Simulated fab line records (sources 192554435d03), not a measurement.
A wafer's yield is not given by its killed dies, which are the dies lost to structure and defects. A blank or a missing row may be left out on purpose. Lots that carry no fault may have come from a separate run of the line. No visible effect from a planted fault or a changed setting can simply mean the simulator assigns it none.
Chamber matching | flow n5_finfet | N5_BEOL_M6_STRIP_19 on rie_diel-02: 4 sister chambers
The step strips in O2. 22 wafers are shown with their chamber, then 11 later ones without.

== WAFERS PAIRED WITH THEIR CHAMBERS ==
wafer  | chamber | showerhead_plenum_p_Torr (Torr) | throttle_valve_pct (%) | oes_product_au (a.u.)
L074.1 | 2       | 2.20                            | 16.57                  | 0.79
L074.3 | 2       | 2.20                            | 16.58                  | 0.78
L074.5 | 2       | 2.20                            | 16.58                  | 0.78
L078.1 | 0       | 2.00                            | 16.84                  | 0.72
L078.3 | 2       | 2.19                            | 16.58                  | 0.77
L078.5 | 2       | 2.19                            | 16.60                  | 0.78
L079.1 | 2       | 2.19                            | 16.60                  | 0.78
L079.2 | 3       | 2.12                            | 16.58                  | 0.88
L079.6 | 3       | 2.12                            | 16.58                  | 0.89
L081.2 | 0       | 1.99                            | 16.86                  | 0.72
L081.3 | 3       | 2.12                            | 16.59                  | 0.88
L081.5 | 1       | 2.24                            | 16.41                  | 0.88
L084.1 | 2       | 2.19                            | 16.62                  | 0.77
L084.2 | 0       | 1.99                            | 16.87                  | 0.71
L084.4 | 3       | 2.12                            | 16.59                  | 0.86
L088.2 | 1       | 2.23                            | 16.47                  | 0.84
L088.3 | 2       | 2.18                            | 16.65                  | 0.74
L088.5 | 1       | 2.23                            | 16.45                  | 0.84
L095.2 | 3       | 2.11                            | 16.65                  | 0.84
L095.5 | 3       | 2.11                            | 16.63                  | 0.84
L095.6 | 2       | 2.18                            | 16.66                  | 0.75
L094.3 | 0       | 1.98                            | 16.93                  | 0.69

SIGNATURES (averages over the wafers above)
reading                  | chamber 0 | chamber 1 | chamber 2 | chamber 3 | scatter within a chamber
showerhead_plenum_p_Torr | 1.9900    | 2.2333    | 2.1911    | 2.1167    | 0.00703
throttle_valve_pct       | 16.8750   | 16.4433   | 16.6044   | 16.6033   | 0.0326
oes_product_au           | 0.7100    | 0.8533    | 0.7711    | 0.8650    | 0.0184
Rule: distance of a wafer from a chamber = root of the sum over the readings of ((wafer's reading minus chamber's mean) / reading's scatter) squared. The wafer belongs to the nearest chamber; if the next one is less than 2 further off, it can't be placed. The scatter is the square root of a quotient: the sum, over the shown wafers, of each reading's squared deviation from its chamber's mean, divided by wafers minus chambers.

== WAFERS WITHOUT THEIR CHAMBER ==
wafer  | showerhead_plenum_p_Torr (Torr) | throttle_valve_pct (%) | oes_product_au (a.u.)
L094.4 | 2.11                            | 16.65                  | 0.84
L094.5 | 1.98                            | 16.92                  | 0.70
L092.2 | 2.18                            | 16.67                  | 0.75
L092.4 | 2.22                            | 16.47                  | 0.83
L092.6 | 2.11                            | 16.64                  | 0.83
L086.3 | 2.18                            | 16.68                  | 0.74
L086.4 | 2.11                            | 16.65                  | 0.82
L086.5 | 1.98                            | 16.95                  | 0.68
L097.1 | 1.98                            | 16.94                  | 0.68
L097.3 | 2.11                            | 16.68                  | 0.82
L097.6 | 2.22                            | 16.50                  | 0.82

== WHICH CHAMBER EACH ONE RAN IN ==
wafer  | from the rows above | in truth
L094.4 | 3                   | 3
L094.5 | 0                   | 0
L092.2 | 2                   | 2
L092.4 | 1                   | 1
L092.6 | 3                   | 3
L086.3 | 2                   | 2
L086.4 | 3                   | 3
L086.5 | 0                   | 0
L097.1 | 0                   | 0
L097.3 | 3                   | 3
L097.6 | 1                   | 1
Correct placement for 11 of the 11. Left unplaced by these rows: 0. 0 placed wrongly.
